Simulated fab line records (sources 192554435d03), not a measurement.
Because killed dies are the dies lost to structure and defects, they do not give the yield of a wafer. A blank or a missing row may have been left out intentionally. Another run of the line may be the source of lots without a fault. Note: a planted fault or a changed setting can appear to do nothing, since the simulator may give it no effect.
fab line records	flow n5-finfet	part 2 of 2: steps 5 to 6 of 6
[record] lots = 24	wafers = 72	last-day = 17
route steps=1938 shown BEOL_M8@1350 BEOL_M9@1401
lots with no fault: from the same line, run without faults
start-h: hours from the record's first day to the start of the lot's first wafer shown	wait-h: hours since the lot's step before	" identical to the entry in the row above	L1.1+2: a row that stands for several wafers	- no value, or no start was given	* or withheld: withheld	< > ~ a bound
route shown NAME@n: NAME is a module with steps in the file, n the number in the route of the first one	usual: mean/standard deviation taken from wafers without a fault	same: alike in all rows	chamber/n: place in a boat	sites: the reading at each site	_std_site: their standard deviation	_edge_site: inner sites' mean taken away from outer sites' mean	radius-mm: for every site, how far away it sits from the centre of the wafer	mask NAME#n: copy n	behind: the tool/chamber that last shaped the wafer	hold: why the lot was held/for how many hours/how that ended	device: which transistor (n, p or np) failed to switch	end of line: the route-end tests of the same wafers	where a step has no rows: the recipe by itself	killed: dies lost to structure and defects at the first sort, not the wafer's yield	map: shows each die of a wafer: x if killed, . if not, _ if none is there
set.NAME: the setting that was run; set.NAME@STEP: the one run at that earlier step	model.NAME: the simulator's own value behind a step, which no gauge read
route steps across a sampled set of lots; one table per step, one row per wafer
services: from which hour (start-h, from the record's first day; less than 0 if before it) a tool's chamber was out of use, for how many hours, and why
[[steps]]
[step N5_BEOL_M8_OCD_MEAS_38]
[usual] trench-depth-nm = 93.2/2.6
lot.wafer	tool	chamber	start-h	wait-h	trench-depth-nm
L075.3	ocd-01	-	195.61	-	95.1
L075.4	"	-	"	"	91.3
L075.6	"	-	"	"	90.5
L074.1	ocd-01	-	201.81	-	95.8
L074.2	"	-	"	"	91.5
L074.4	"	-	"	"	90.3
L076.2	ocd-02	-	215.42	-	91.9
L076.3	"	-	"	"	97.6
L076.5	"	-	"	"	98.5
L077.4	ocd-02	-	215.95	-	90.5
L077.5	"	-	"	"	94.8
L077.6	"	-	"	"	89.6
L079.2	ocd-02	-	223.39	-	99.1
L079.3	"	-	"	"	93.3
L079.6	"	-	"	"	92.7
L078.1	ocd-01	-	228.44	-	90.6
L078.2	"	-	"	"	93.5
L078.6	"	-	"	"	90.7
L080.2	ocd-01	-	230.83	-	90.4
L080.3	"	-	"	"	90.1
L080.6	"	-	"	"	90.2
L081.2	ocd-02	-	231.87	-	90.8
L081.5	"	-	"	"	89.1
L081.6	"	-	"	"	94.8
L082.1	ocd-01	-	241.80	-	91.4
L082.3	"	-	"	"	96.7
L082.4	"	-	"	"	97.1
L083.1	ocd-02	-	245.78	-	91.3
L083.2	"	-	"	"	91.5
L083.4	"	-	"	"	95.3
L084.2	ocd-01	-	264.29	-	94.3
L084.3	"	-	"	"	90.0
L084.6	"	-	"	"	89.7
L086.2	ocd-02	-	285.64	-	95.5
L086.4	"	-	"	"	95.4
L086.6	"	-	"	"	95.6
L087.3	ocd-01	-	285.99	-	88.4
L087.5	"	-	"	"	90.8
L087.6	"	-	"	"	94.7
L085.1	ocd-02	-	287.53	-	97.2
L085.3	"	-	"	"	96.2
L085.4	"	-	"	"	91.6
L088.1	ocd-01	-	300.80	-	91.1
L088.5	"	-	"	"	91.2
L088.6	"	-	"	"	90.1
L089.3	ocd-02	-	300.86	-	97.1
L089.4	"	-	"	"	91.3
L089.6	"	-	"	"	93.3
L091.1	ocd-02	-	301.01	-	95.0
L091.2	"	-	"	"	93.7
L091.6	"	-	"	"	94.8
L090.2	ocd-01	-	301.83	-	92.7
L090.4	"	-	"	"	94.9
L090.5	"	-	"	"	92.6
L093.1	ocd-02	-	304.83	-	95.0
L093.3	"	-	"	"	93.3
L093.4	"	-	"	"	94.6
L092.1	ocd-02	-	304.84	-	93.8
L092.4	"	-	"	"	98.9
L092.6	"	-	"	"	97.2
L094.2	ocd-02	-	307.23	-	94.0
L094.3	"	-	"	"	97.7
L094.5	"	-	"	"	91.5
L095.4	ocd-01	-	333.20	-	95.5
L095.5	"	-	"	"	94.5
L095.6	"	-	"	"	95.1
L096.4	ocd-01	-	334.90	-	93.7
L096.5	"	-	"	"	96.3
L096.6	"	-	"	"	93.9
L097.1	ocd-02	-	347.71	-	95.9
L097.4	"	-	"	"	93.1
L097.5	"	-	"	"	91.7
[step N5_BEOL_M9_ILD_DEP_00]
[recipe] material = SiCOH_lowk	target-thk-a = 3085.1	temp-c = 300	precursor = DEMS/porogen	pressure-torr = 5	rf-w = 500	time-s = 58
[usual] chamber-pressure-Torr = 5.001/0.011	heater-power-w = 305/53	showerhead-plenum-p-Torr = 5.742/0.015	throttle-valve-pct = 14.0/0.7
lot.wafer	tool	chamber	start-h	wait-h	chamber-pressure-Torr	heater-power-w	showerhead-plenum-p-Torr	since-wet-clean-h	throttle-valve-pct
L075.3	pecvd-04	0	198.73	0.0	5.017	293	5.735	721	14.7
L075.4	"	0	"	"	5.007	311	5.737	-	14.6
L075.6	"	1	"	"	5.001	335	5.748	-	14.4
L074.1	pecvd-03	1	205.03	0.0	5.001	217	5.728	1634	14.2
L074.2	"	2	"	"	5.003	212	5.721	155	12.7
L074.4	"	0	"	"	5.005	276	5.730	-	13.7
L076.2	pecvd-03	0	218.76	0.0	4.968	269	5.753	923	13.2
L076.3	"	2	"	"	4.991	232	5.729	169	12.6
L076.5	"	2	"	"	5.007	243	5.745	-	12.5
L077.4	pecvd-03	0	219.09	0.1	5.011	273	5.733	-	13.7
L077.5	"	1	"	"	5.015	246	5.751	-	14.2
L077.6	"	2	"	"	4.980	270	5.733	-	12.8
L079.2	pecvd-04	0	226.47	0.0	5.001	364	5.740	749	15.2
L079.3	"	1	"	"	4.987	337	5.749	-	14.2
L079.6	"	1	"	"	5.001	347	5.757	-	14.2
L078.1	pecvd-02	2	231.25	0.0	4.999	354	5.721	544	13.6
L078.2	"	0	"	"	4.995	402	5.766	1298	14.7
L078.6	"	2	"	"	4.997	360	5.743	-	13.7
L080.2	pecvd-03	0	233.03	0.1	4.997	264	5.746	937	13.5
L080.3	"	1	"	"	4.983	237	5.732	1662	14.0
L080.6	"	0	"	"	5.012	268	5.733	-	13.5
L081.2	pecvd-04	0	235.26	0.0	5.007	364	5.727	758	14.9
L081.5	"	0	"	"	5.006	289	5.730	-	14.9
L081.6	"	2	"	"	4.992	349	5.773	-	13.2
L082.1	pecvd-03	1	244.04	0.0	5.011	234	5.734	1673	14.3
L082.3	"	2	"	"	5.006	253	5.735	194	13.0
L082.4	"	1	"	"	5.006	244	5.741	-	14.1
L083.1	pecvd-03	0	248.28	0.0	5.002	263	5.729	952	13.4
L083.2	"	1	"	"	4.994	247	5.740	1677	13.9
L083.4	"	2	"	"	5.007	260	5.717	-	12.8
L084.2	pecvd-02	0	269.01	0.0	4.993	416	5.761	1335	14.9
L084.3	"	2	"	"	4.998	345	5.727	581	13.6
L084.6	"	2	"	"	4.989	349	5.725	-	13.7
L086.2	pecvd-03	2	288.36	0.0	4.999	218	5.731	238	12.5
L086.4	"	2	"	"	4.997	229	5.714	-	13.1
L086.6	"	0	"	"	5.019	243	5.730	-	13.3
L087.3	pecvd-04	0	288.63	0.0	4.993	347	5.744	811	14.8
L087.5	"	0	"	"	4.984	355	5.720	-	15.0
L087.6	"	2	"	"	5.019	314	5.764	-	13.8
L085.1	pecvd-04	0	290.62	0.0	5.010	299	5.733	813	14.9
L085.3	"	2	"	"	5.012	309	5.760	59	13.4
L085.4	"	1	"	"	5.002	335	5.746	-	14.1
L088.1	pecvd-02	0	303.17	0.0	4.998	475	5.740	1370	14.6
L088.5	"	1	"	"	5.011	249	5.733	-	14.7
L088.6	"	2	"	"	4.998	345	5.721	-	13.5
L089.3	pecvd-04	2	303.21	0.0	4.995	333	5.765	72	13.4
L089.4	"	0	"	"	5.000	357	5.746	-	14.9
L089.6	"	1	"	"	5.025	336	5.745	-	14.1
L091.1	pecvd-04	2	304.01	0.0	5.001	304	5.789	73	13.3
L091.2	"	0	"	"	5.000	352	5.729	827	14.9
L091.6	"	2	"	"	4.995	322	5.775	-	13.4
L090.2	pecvd-02	1	304.18	0.0	4.996	271	5.757	2096	14.2
L090.4	"	1	"	"	5.008	287	5.760	-	14.4
L090.5	"	2	"	"	5.002	373	5.716	-	13.6
L093.1	pecvd-04	1	308.05	0.0	4.981	312	5.741	1556	14.2
L093.3	"	2	"	"	5.006	344	5.755	77	13.5
L093.4	"	0	"	"	4.994	335	5.733	-	15.1
L092.1	pecvd-02	2	308.32	0.0	4.998	302	5.744	621	13.9
L092.4	"	1	"	"	5.008	303	5.738	-	14.4
L092.6	"	0	"	"	4.973	393	5.749	-	14.8
L094.2	pecvd-04	1	309.82	0.0	5.004	316	5.749	1557	14.1
L094.3	"	2	"	"	4.986	355	5.759	78	13.4
L094.5	"	0	"	"	5.008	328	5.725	-	14.9
L095.4	pecvd-03	2	336.97	0.1	5.000	263	5.738	-	13.1
L095.5	"	1	"	"	4.991	258	5.741	-	14.2
L095.6	"	0	"	"	5.008	253	5.736	-	13.7
L096.4	pecvd-04	0	338.39	0.1	5.019	288	5.728	-	15.2
L096.5	"	2	"	"	5.003	354	5.773	-	13.3
L096.6	"	1	"	"	5.001	321	5.766	-	13.7
L097.1	pecvd-04	1	352.37	0.0	5.006	275	5.736	1600	14.1
L097.4	"	1	"	"	5.007	294	5.749	-	13.9
L097.5	"	2	"	"	5.008	329	5.769	-	13.3
[[services]]
tool	chamber	start-h	hours	kind
rie-diel-03	0	180.04	-	clean
rie-diel-03	0	180.04	-	consumable-replace:focus-ring
rie-diel-03	0	180.04	25.4	scheduled-down
rie-diel-03	0	180.04	25.4	vent-cycle
pecvd-02	-	199.08	14.6	pm
pecvd-04	2	202.38	-	clean
rie-diel-04	2	205.62	6.8	repair
rie-diel-03	2	222.26	-	clean
rie-diel-03	2	222.26	-	consumable-replace:focus-ring
rie-diel-03	2	222.26	19.4	scheduled-down
rie-diel-03	2	222.26	19.4	vent-cycle
rie-diel-04	3	229.79	-	clean
rie-diel-04	3	229.79	-	consumable-replace:focus-ring
rie-diel-04	3	229.79	18.8	scheduled-down
rie-diel-04	3	229.79	18.8	vent-cycle
pecvd-03	-	250.52	2.8	pm
rie-diel-05	3	257.16	2.8	repair
rie-diel-04	2	277.62	3.7	repair
pecvd-04	-	299.98	0.4	repair
rie-diel-05	-	312.87	0.5	repair
rie-diel-05	-	314.04	0.3	repair
rie-diel-03	3	328.53	19.9	repair
rie-diel-05	1	338.88	7.3	repair
rie-diel-05	2	346.91	6.7	repair
